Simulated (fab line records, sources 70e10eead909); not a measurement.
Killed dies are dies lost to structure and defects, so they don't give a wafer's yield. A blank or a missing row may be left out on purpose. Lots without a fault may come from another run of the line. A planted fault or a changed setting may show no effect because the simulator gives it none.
Chamber matching | flow nand_harc | NHARC_P_M2_STRIP_18 on rie_diel-06: 4 sister chambers
The step strips in N2/H2. 24 wafers are shown with their chamber, then 12 later ones without.

WAFERS WITH THEIR CHAMBER
wafer  | chamber | drypump_motor_current_A (A) | oes_product_au (a.u.) | rf_vpp_V (V)
L281.4 | 2       | 5.70                        | 0.991                 | 89.8
L281.5 | 0       | 5.65                        | 0.999                 | 90.3
L281.6 | 3       | 5.95                        | 0.987                 | 92.0
L282.2 | 3       | 5.93                        | 0.990                 | 91.7
L282.4 | 2       | 5.72                        | 0.997                 | 89.7
L282.6 | 2       | 5.70                        | 0.995                 | 91.6
L283.1 | 2       | 5.73                        | 0.998                 | 91.3
L283.2 | 3       | 5.94                        | 0.996                 | 91.5
L283.6 | 1       | 5.93                        | 1.004                 | 90.5
L284.1 | 2       | 5.72                        | 0.988                 | 90.0
L284.2 | 0       | 5.68                        | 1.005                 | 88.9
L284.5 | 3       | 5.96                        | 0.980                 | 90.9
L286.1 | 0       | 5.68                        | 1.010                 | 89.4
L286.3 | 3       | 5.95                        | 0.988                 | 90.2
L286.6 | 2       | 5.71                        | 0.992                 | 89.4
L288.2 | 2       | 5.72                        | 0.991                 | 90.4
L288.3 | 1       | 5.92                        | 1.002                 | 91.0
L288.4 | 0       | 5.66                        | 1.015                 | 90.4
L289.1 | 0       | 5.67                        | 1.004                 | 89.7
L289.5 | 2       | 5.70                        | 0.988                 | 90.2
L289.6 | 3       | 5.98                        | 0.994                 | 90.9
L295.2 | 0       | 5.64                        | 1.001                 | 91.0
L295.4 | 3       | 5.97                        | 0.995                 | 90.9
L295.5 | 1       | 5.92                        | 1.008                 | 91.1

SIGNATURES (means of the wafers above)
reading                 | chamber 0 | chamber 1 | chamber 2 | chamber 3 | scatter within a chamber
drypump_motor_current_A | 5.6633    | 5.9233    | 5.7125    | 5.9543    | 0.0144
oes_product_au          | 1.00567   | 1.00467   | 0.99250   | 0.99000   | 0.00493
rf_vpp_V                | 89.950    | 90.867    | 90.300    | 91.157    | 0.691
Rule: a wafer's distance from a chamber is the root of the sum, over the readings, of the square of ((its reading less the chamber's mean) divided by the reading's scatter). The wafer belongs to the nearest chamber; if the next one is less than 2 further off, it can't be placed. The scatter: the root of (the sum of the squares of (reading less its chamber's mean) over the shown wafers, divided by (wafers less chambers)).

WAFERS WITHOUT THEIR CHAMBER
wafer  | drypump_motor_current_A (A) | oes_product_au (a.u.) | rf_vpp_V (V)
L293.1 | 5.64                        | 1.003                 | 89.3
L293.2 | 5.92                        | 1.007                 | 92.8
L293.4 | 5.73                        | 0.991                 | 90.2
L296.1 | 5.93                        | 1.010                 | 92.7
L296.4 | 5.74                        | 1.000                 | 90.2
L296.5 | 5.74                        | 1.001                 | 90.1
L300.1 | 5.67                        | 1.007                 | 90.0
L300.3 | 5.72                        | 0.994                 | 90.1
L300.4 | 5.92                        | 1.008                 | 90.6
L303.2 | 5.71                        | 0.991                 | 90.1
L303.5 | 5.91                        | 1.002                 | 90.6
L303.6 | 5.71                        | 0.992                 | 89.7

WHICH CHAMBER EACH WENT THROUGH
wafer  | from the rows above     | in truth
L293.1 | 0                       | 0
L293.2 | can't be placed: 1 or 3 | 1
L293.4 | 2                       | 2
L296.1 | 1                       | 1
L296.4 | 2                       | 2
L296.5 | 2                       | 2
L300.1 | 0                       | 0
L300.3 | 2                       | 2
L300.4 | 1                       | 1
L303.2 | 2                       | 2
L303.5 | 1                       | 1
L303.6 | 2                       | 2
Placed correctly: 11 of 12. Can't be placed from these rows: 1 (the true chamber is among the candidates in 1). Placed wrongly: 0.
